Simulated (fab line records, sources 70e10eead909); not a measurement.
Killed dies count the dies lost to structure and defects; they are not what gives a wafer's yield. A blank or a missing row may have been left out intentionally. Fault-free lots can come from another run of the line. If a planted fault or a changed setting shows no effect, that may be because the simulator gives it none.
fab line records    flow nand_harc
record: lots: 12  wafers: 36  last_day: 33
route steps=1302 shown P_GATE@144 END@1302
lots untouched by any fault: they come from a run of this same line in which no faults occurred
start_h: the number of hours between the record's first day and the start of the first shown wafer of the lot    wait_h: hours from the lot's prior step to this one    " unchanged from the row above    L1.1+2: several wafers, shown together as one row    - no value, or no start given    * or withheld: withheld    < > ~ a bound
route shown NAME@n: a module of which the file shows steps, and the number in the route of the first    usual: mean/standard deviation of fault-free wafers    same: alike in all rows    chamber/n: place in a boat    sites: per-site readings    _std_site: standard deviation across them    _edge_site: inner sites' mean taken away from outer sites' mean    radius_mm: for every site, how far away it sits from the centre of the wafer    mask NAME#n: copy n    behind: the tool/chamber that last shaped the wafer    hold: cause of the lot's hold/its duration in hours/its outcome    device: transistor that didn't switch, given as n, p or np    end of line: tests run on the same wafers once the route is complete    a step with no rows: only its recipe    killed: count of dies lost to structure and defects at first sort (not the wafer's yield)    map: the dies of a wafer, with x for killed, . for not killed, _ for no die there
set.NAME: the setting that was run; set.NAME@STEP: the one run at that earlier step    model.NAME: the simulator's own value behind a step, which no gauge read
the route's steps for a sample of lots (tables are steps, rows are wafers)
services: a tool's chamber out of use, with start hour (start_h, from the record's first day; less than 0 if before it), hours out, and reason
== steps ==
step: NHARC_P_GATE_DESCUM_31
recipe: time_s: 3  o2_flow_sccm: 200  ar_flow_sccm: 0  bias_power_w: 0  chemistry: O2
usual: drypump_motor_current_A: 5.7/0.47  mfc_ar_sccm: 0.008/0.0085  oes_product_au: 0.999/0.012  rf_vpp_V: 58.1/0.85  showerhead_plenum_p_Torr: 1.96/0.076  throttle_valve_pct: 11.311/0.0095
same: time_s: 3
lot.wafer  tool         chamber  start_h  wait_h  drypump_motor_current_A  mfc_ar_sccm  oes_product_au  rf_hours_counter_h  rf_vpp_V  showerhead_plenum_p_Torr  throttle_valve_pct
L983.2     rie_diel-10  3        103.37   0.1     5.6                      0            1.004           3                   56.7      2.07                      11.311
L983.3     "            1        "        "       5.4                      0.022        1.004           3                   57.0      1.92                      11.305
L983.1     "            2        "        "       5.6                      0.008        0.986           2                   59.0      1.92                      11.308
L984.2     rie_diel-09  2        114.86   0.1     6.2                      0.016        1.003           11                  56.7      2.02                      11.308
L984.5     "            2        "        "       6.2                      0.016        0.989           -                   57.8      2.02                      11.304
L984.6     "            3        "        "       5.9                      0.010        1.023           -                   58.5      2.03                      11.298
L986.3     rie_diel-04  0        140.85   0.1     6.8                      0            1.000           6                   57.4      1.82                      11.316
L986.4     "            1        "        "       5.8                      0            1.016           5                   57.2      1.92                      11.300
L986.6     "            2        "        "       6.2                      0            1.012           -                   58.4      1.83                      11.332
L989.1     rie_diel-09  3        166.07   0.1     5.9                      0.010        1.000           2                   59.5      2.03                      11.315
L989.2     "            0        "        "       6.4                      0            0.990           2                   57.9      1.97                      11.311
L989.5     "            2        "        "       6.2                      0.016        0.987           -                   58.4      2.02                      11.298
L995.4     rie_diel-10  1        229.89   0.1     5.4                      0.022        1.003           10                  56.8      1.91                      11.329
L995.2     "            3        "        "       5.5                      0            0.998           12                  59.3      2.06                      11.309
L995.5     "            1        "        "       5.4                      0.022        1.002           -                   57.5      1.91                      11.318
L997.3     rie_diel-09  1        241.56   0.1     5.2                      0.005        0.996           6                   59.0      1.98                      11.307
L997.1     "            2        "        "       6.2                      0.016        1.002           6                   58.2      2.02                      11.304
L997.5     "            3        "        "       5.9                      0.010        1.001           -                   60.1      2.03                      11.318
L996.3     rie_diel-10  2        241.77   0.1     5.6                      0.008        0.976           11                  57.9      1.92                      11.321
L996.4     "            3        "        "       5.6                      0            0.997           13                  58.8      2.06                      11.301
L996.5     "            2        "        "       5.6                      0.008        0.978           -                   59.3      1.92                      11.318
L100.1     rie_diel-10  0        276.40   0.1     5.8                      0.001        0.977           0                   57.8      2.00                      11.307
L100.4     "            1        "        "       5.3                      0.022        1.006           0                   56.9      1.91                      11.323
L100.5     "            2        "        "       5.6                      0.008        0.992           -                   57.9      1.92                      11.305
L101.4     rie_diel-04  2        289.97   0.1     6.3                      0            1.007           6                   57.2      1.83                      11.319
L101.1     "            3        "        "       4.8                      0.022        0.988           6                   59.2      2.05                      11.316
L101.5     "            3        "        "       4.8                      0.022        0.979           -                   59.1      2.05                      11.302
L103.3     rie_diel-10  2        305.98   0.1     5.6                      0.008        0.992           3                   57.1      1.92                      11.300
L103.2     "            0        "        "       5.8                      0.001        0.986           1                   57.1      2.00                      11.309
L103.6     "            3        "        "       5.6                      0            1.009           -                   56.6      2.06                      11.309
L102.2     rie_diel-10  1        306.49   0.1     5.4                      0.022        1.007           3                   58.1      1.91                      11.311
L102.1     "            3        "        "       5.6                      0            0.994           3                   58.1      2.06                      11.312
L102.4     "            0        "        "       5.8                      0.001        0.982           1                   56.8      2.00                      11.301
L105.3     rie_diel-04  0        324.68   0.1     6.8                      0            1.011           7                   57.8      1.81                      11.312
L105.4     "            1        "        "       5.7                      0            1.032           8                   57.2      1.92                      11.311
L105.6     "            2        "        "       6.3                      0            1.012           -                   57.2      1.83                      11.320
step: NHARC_P_GATE_HM_OPEN_105
recipe: target_depth_a: 3600  o2_flow_sccm: 400  cos_flow_sccm: 20  ar_flow_sccm: 0  rf_w: 500  bias_w: 300  chemistry: O2/COS
usual: drypump_motor_current_A: 5.8/0.48  mfc_ar_sccm: 0.007/0.0084  oes_product_au: 0.999/0.011  rf_vpp_V: 468.8/2.6  showerhead_plenum_p_Torr: 3.20/0.12  throttle_valve_pct: 28.330/0.0088
lot.wafer  tool         chamber  start_h  wait_h  drypump_motor_current_A  mfc_ar_sccm  oes_product_au  rf_hours_counter_h  rf_vpp_V  showerhead_plenum_p_Torr  throttle_valve_pct
L983.2     rie_diel-10  3        -        -       5.6                      0            1.003           3                   472.2     3.36                      28.321
L983.1     "            0        "        "       5.9                      0.001        1.002           2                   468.9     3.26                      28.333
L983.3     "            1        "        "       5.4                      0.022        1.000           3                   466.7     3.13                      28.329
L984.2     rie_diel-09  2        -        -       6.2                      0.016        0.994           11                  470.6     3.28                      28.340
L984.6     "            0        "        "       6.4                      0            0.997           -                   468.2     3.21                      28.335
L984.5     "            1        "        "       5.2                      0.005        0.989           -                   468.9     3.23                      28.335
L986.4     rie_diel-04  1        -        -       5.8                      0            1.012           5                   466.5     3.13                      28.325
L986.3     "            2        "        "       6.3                      0            1.015           6                   463.9     3.00                      28.323
L986.6     "            0        "        "       6.8                      0            1.014           -                   462.5     2.97                      28.315
L989.1     rie_diel-09  0        -        -       6.4                      0            0.998           2                   469.8     3.21                      28.343
L989.2     "            1        "        "       5.2                      0.005        1.004           2                   468.6     3.22                      28.340
L989.5     "            1        "        "       5.3                      0.005        1.005           -                   468.3     3.22                      28.339
L995.4     rie_diel-10  0        -        -       5.8                      0.001        1.001           10                  468.6     3.25                      28.331
L995.2     "            2        "        "       5.6                      0.008        0.968           10                  468.9     3.13                      28.322
L995.5     "            0        "        "       5.8                      0.001        0.987           -                   470.0     3.25                      28.340
L997.1     rie_diel-09  1        -        -       5.3                      0.005        0.989           6                   469.3     3.22                      28.331
L997.3     "            3        "        "       5.9                      0.010        1.012           5                   470.0     3.30                      28.336
L997.5     "            3        "        "       5.9                      0.010        0.999           -                   471.0     3.30                      28.330
L996.4     rie_diel-10  3        -        -       5.5                      0            1.004           13                  471.1     3.35                      28.321
L996.3     "            0        "        "       5.8                      0.001        0.981           11                  470.5     3.25                      28.336
L996.5     "            0        "        "       5.8                      0.001        0.995           -                   470.5     3.25                      28.337
L100.4     rie_diel-10  3        -        -       5.6                      0            1.000           0                   472.3     3.35                      28.331
L100.1     "            1        "        "       5.4                      0.022        1.006           0                   467.2     3.12                      28.317
L100.5     "            3        "        "       5.6                      0            1.001           -                   471.5     3.35                      28.344
L101.4     rie_diel-04  0        -        -       6.8                      0            1.012           6                   464.4     2.97                      28.326
L101.1     "            2        "        "       6.3                      0            1.011           6                   464.2     3.00                      28.321
L101.5     "            0        "        "       6.8                      0            1.009           -                   462.7     2.97                      28.332
L103.3     rie_diel-10  3        -        -       5.5                      0            0.996           3                   472.6     3.35                      28.348
L103.2     "            1        "        "       5.4                      0.022        1.006           2                   467.3     3.12                      28.328
L103.6     "            3        "        "       5.6                      0            1.004           -                   473.5     3.35                      28.317
L102.2     rie_diel-10  1        -        -       5.4                      0.022        1.004           3                   467.7     3.12                      28.339
L102.1     "            2        "        "       5.6                      0.008        0.995           3                   468.4     3.12                      28.327
L102.4     "            3        "        "       5.6                      0            1.009           3                   473.3     3.35                      28.324
L105.4     rie_diel-04  3        -        -       4.8                      0.022        1.001           8                   471.0     3.34                      28.344
L105.3     "            1        "        "       5.8                      0            1.011           8                   469.5     3.13                      28.324
L105.6     "            2        "        "       6.3                      0            0.999           -                   464.9     2.99                      28.345
step: NHARC_P_GATE_EXPOSE_43
recipe: na: 0.6  target_cd_nm: 720  dose_mj: 14.81  mask_id: P_NSD
usual: exposure_dose_mJ_cm2: 14.813/0.016
lot.wafer  tool            chamber  start_h  wait_h  mask     exposure_dose_mJ_cm2
L983.1     krf_scanner-03  0        114.94   -       P_NSD#0  14.787
L983.2     "               0        "        "       P_NSD#0  14.817
L983.3     "               0        "        "       P_NSD#0  14.835
L984.2     krf_scanner-04  0        126.31   -       P_NSD#0  14.809
L984.5     "               0        "        "       P_NSD#0  14.806
L984.6     "               0        "        "       P_NSD#0  14.780
L986.3     krf_scanner-03  0        152.47   -       P_NSD#0  14.846
L986.4     "               0        "        "       P_NSD#0  14.826
L986.6     "               0        "        "       P_NSD#0  14.826
L989.1     krf_scanner-01  0        177.71   -       P_NSD#0  14.834
L989.2     "               0        "        "       P_NSD#0  14.813
L989.5     "               0        "        "       P_NSD#0  14.861
L995.2     krf_scanner-01  0        241.47   -       P_NSD#0  14.839
L995.4     "               0        "        "       P_NSD#0  14.806
L995.5     "               0        "        "       P_NSD#0  14.803
L996.3     krf_scanner-01  0        253.36   -       P_NSD#0  14.816
L996.4     "               0        "        "       P_NSD#0  14.831
L996.5     "               0        "        "       P_NSD#0  14.812
L997.1     krf_scanner-01  0        255.35   -       P_NSD#0  14.818
L997.3     "               0        "        "       P_NSD#0  14.821
L997.5     "               0        "        "       P_NSD#0  14.811
L100.1     krf_scanner-04  0        290.09   -       P_NSD#0  14.797
L100.4     "               0        "        "       P_NSD#0  14.808
L100.5     "               0        "        "       P_NSD#0  14.792
L101.1     krf_scanner-04  0        301.53   -       P_NSD#0  14.820
L101.4     "               0        "        "       P_NSD#0  14.779
L101.5     "               0        "        "       P_NSD#0  14.798
L103.2     krf_scanner-01  0        317.68   -       P_NSD#0  14.822
L103.3     "               0        "        "       P_NSD#0  14.817
L103.6     "               0        "        "       P_NSD#0  14.792
L102.1     krf_scanner-04  0        318.07   -       P_NSD#0  14.786
L102.2     "               0        "        "       P_NSD#0  14.801
L102.4     "               0        "        "       P_NSD#0  14.808
L105.3     krf_scanner-01  0        338.54   -       P_NSD#0  14.811
L105.4     "               0        "        "       P_NSD#0  14.812
L105.6     "               0        "        "       P_NSD#0  14.805
step: NHARC_P_GATE_CD_MEAS_46
recipe: target_cd_nm: 720  landing_energy_ev: 500
usual: cd_nm: 721.3/1.9
lot.wafer  tool       chamber  start_h  wait_h  cd_nm
L983.1     cd_sem-02  0        115.09   -       722.2
L983.2     "          0        "        "       719.7
L983.3     "          0        "        "       721.6
L984.2     cd_sem-02  0        126.46   -       721.2
L984.5     "          0        "        "       720.4
L984.6     "          0        "        "       721.9
L986.3     cd_sem-02  0        152.62   -       719.8
L986.4     "          0        "        "       717.8
L986.6     "          0        "        "       719.1
L989.1     cd_sem-03  0        177.87   -       720.8
L989.2     "          0        "        "       721.2
L989.5     "          0        "        "       718.8
L995.2     cd_sem-02  0        241.63   -       792.5
L995.4     "          0        "        "       826.1
L995.5     "          0        "        "       740.1
L996.3     cd_sem-03  0        253.51   -       734.1
L996.4     "          0        "        "       781.6
L996.5     "          0        "        "       754.0
L997.1     cd_sem-03  0        255.51   -       748.5
L997.3     "          0        "        "       802.0
L997.5     "          0        "        "       744.4
L100.1     cd_sem-03  0        290.24   -       721.1
L100.4     "          0        "        "       720.6
L100.5     "          0        "        "       721.8
L101.1     cd_sem-02  0        301.69   -       722.0
L101.4     "          0        "        "       721.9
L101.5     "          0        "        "       723.3
L103.2     cd_sem-02  0        317.83   -       725.0
L103.3     "          0        "        "       724.5
L103.6     "          0        "        "       724.7
L102.1     cd_sem-02  0        318.22   -       720.3
L102.2     "          0        "        "       722.5
L102.4     "          0        "        "       720.4
L105.3     cd_sem-01  0        338.69   -       718.3
L105.4     "          0        "        "       719.5
L105.6     "          0        "        "       722.3
step: NHARC_P_GATE_STRIP_112
recipe: power_w: 1500  temp_c: 110  time_s: 200  chemistry: N2/H2
usual: drypump_motor_current_A: 5.8/0.75  heater_power_w: 96/7.5
same: time_s: 200
lot.wafer  tool             chamber  start_h  wait_h  drypump_motor_current_A  heater_power_w  rf_hours_counter_h
L983.1     plasma_asher-01  1        117.44   0.2     6.3                      106             25
L983.2     "                0        "        "       5.4                      104             25
L983.3     "                0        "        "       5.4                      103             -
L984.2     plasma_asher-01  0        128.78   0.2     5.4                      103             27
L984.5     "                0        "        "       5.4                      102             -
L984.6     "                1        "        "       6.3                      107             -
L986.3     plasma_asher-01  1        155.24   0.3     6.3                      103             -
L986.4     "                0        "        "       5.3                      104             -
L986.6     "                1        "        "       6.3                      104             -
L989.2     plasma_asher-01  0        180.07   0.2     5.4                      98              2
L989.1     "                1        "        "       6.3                      106             2
L989.5     "                0        "        "       5.4                      99              -
L995.2     plasma_asher-02  0        243.87   0.2     4.7                      92              32
L995.4     "                0        "        "       4.7                      90              -
L995.5     "                0        "        "       4.7                      92              -
L996.3     plasma_asher-01  0        255.93   0.2     5.4                      98              -
L996.4     "                1        "        "       6.3                      106             -
L996.5     "                0        "        "       5.4                      100             -
L997.1     plasma_asher-01  0        259.14   0.8     5.4                      100             18
L997.3     "                1        "        "       6.3                      104             -
L997.5     "                0        "        "       5.4                      101             -
L100.1     plasma_asher-01  1        292.54   0.2     6.3                      103             26
L100.4     "                1        "        "       6.3                      104             -
L100.5     "                0        "        "       5.4                      102             -
L101.1     plasma_asher-02  1        304.07   0.2     6.6                      84              8
L101.4     "                1        "        "       6.6                      86              -
L101.5     "                0        "        "       4.7                      94              -
L103.2     plasma_asher-01  0        320.10   0.2     5.4                      101             31
L103.3     "                1        "        "       6.4                      103             -
L103.6     "                0        "        "       5.4                      101             -
L102.2     plasma_asher-02  0        320.60   0.2     4.7                      91              10
L102.1     "                1        "        "       6.6                      88              10
L102.4     "                0        "        "       4.7                      92              -
L105.4     plasma_asher-01  1        341.06   0.2     6.4                      102             -
L105.3     "                0        "        "       5.4                      102             -
L105.6     "                0        "        "       5.4                      102             -
step: NHARC_END_SORT_01
recipe: temp_c: 25
usual: killed_at_array: 62/20  killed_at_other: 0.8/1.1  killed_at_periphery: 3.5/2.4  killed_dies: 66/21  killed_open: 3.5/1.9  killed_short: 2.5/1.7
same: gross_dies: 677
lot.wafer  tool       chamber  start_h  wait_h  killed_at_array  killed_at_other  killed_at_periphery  killed_dies  killed_open  killed_short
L996.4     prober-01  0        707.58   3.4     21               0                4                    25           1            2
killed by level:class
L996.4 A_CHANNEL_HOLE_D1:chamber_film_flake=5 A_CONTACT:chamber_film_flake=5 A_WL_FILL:chamber_film_flake=4 A_SLIT:chamber_film_flake=3 P_GATE:area_expose=3 P_M2:geometric_particle:short=1 A_WL_FILL:geometric_particle:open=1 A_WL_FILL:geometric_particle:short=1
== services ==
tool             chamber  start_h  hours  kind
rie_diel-04      1        96.20    7.9    repair
krf_scanner-04   -        98.92    0.9    repair
krf_scanner-04   -        120.66   0.2    repair
rie_diel-09      -        143.10   9.0    pm
plasma_asher-01  -        165.20   9.0    pm
rie_diel-04      -        177.90   9.0    pm
krf_scanner-04   -        182.00   4.0    pm
krf_scanner-01   -        183.40   4.0    pm
rie_diel-04      -        187.54   0.6    repair
rie_diel-10      0        189.62   12.9   repair
rie_diel-09      1        190.97   8.8    repair
rie_diel-09      0        236.91   5.7    repair
rie_diel-10      -        242.52   9.0    pm
plasma_asher-02  -        247.96   0.6    repair
plasma_asher-02  -        254.47   9.0    pm
rie_diel-10      -        269.23   0.3    repair
rie_diel-04      2        278.73   2.1    repair
rie_diel-09      2        280.90   45.9   repair
rie_diel-09      3        288.76   1.9    repair
rie_diel-10      1        292.72   13.1   repair
plasma_asher-02  -        296.57   0.4    repair
rie_diel-04      0        300.01   7.7    repair
rie_diel-09      0        311.22   8.4    repair
rie_diel-09      -        320.10   9.0    pm
== key ==
first_sign: step: NHARC_P_GATE_CD_MEAS_46  reading: cd_nm  direction: up  sigmas: 25  usual: 721.3  struck: 769.3
effect none on later readings
met_at NHARC_P_GATE_EXPOSE_43
struck_lots L995,L996,L997
sort_left_out L995.2,L995.4,L995.5,L997.1,L997.3,L997.5
tester_left_out L995,L996,L997
not_acting_at NHARC_P_GATE_DESCUM_31,NHARC_P_GATE_HM_OPEN_105,NHARC_P_GATE_STRIP_112
onset_between 177.71 241.47
fault: kind: process_parameter_drift  tool: krf_scanner-01  chamber: -  onset_h: 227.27  steps: NHARC_P_GATE_EXPOSE_43  channel: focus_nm  offset: 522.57  spread_by_wafer: 0.3  shape: step  end_h: 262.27
tester_left_out: of these lots the tester's yield and bins aren't shown, on N5 and GAA mostly nor the transistor test; their killed dies are dies lost to structure and defects alone, not to doping, threshold or leakage, so they don't give the yield
sort_left_out: the simulated sort isn't trusted on such a fault, so these wafers' sort isn't shown, and their yield isn't known
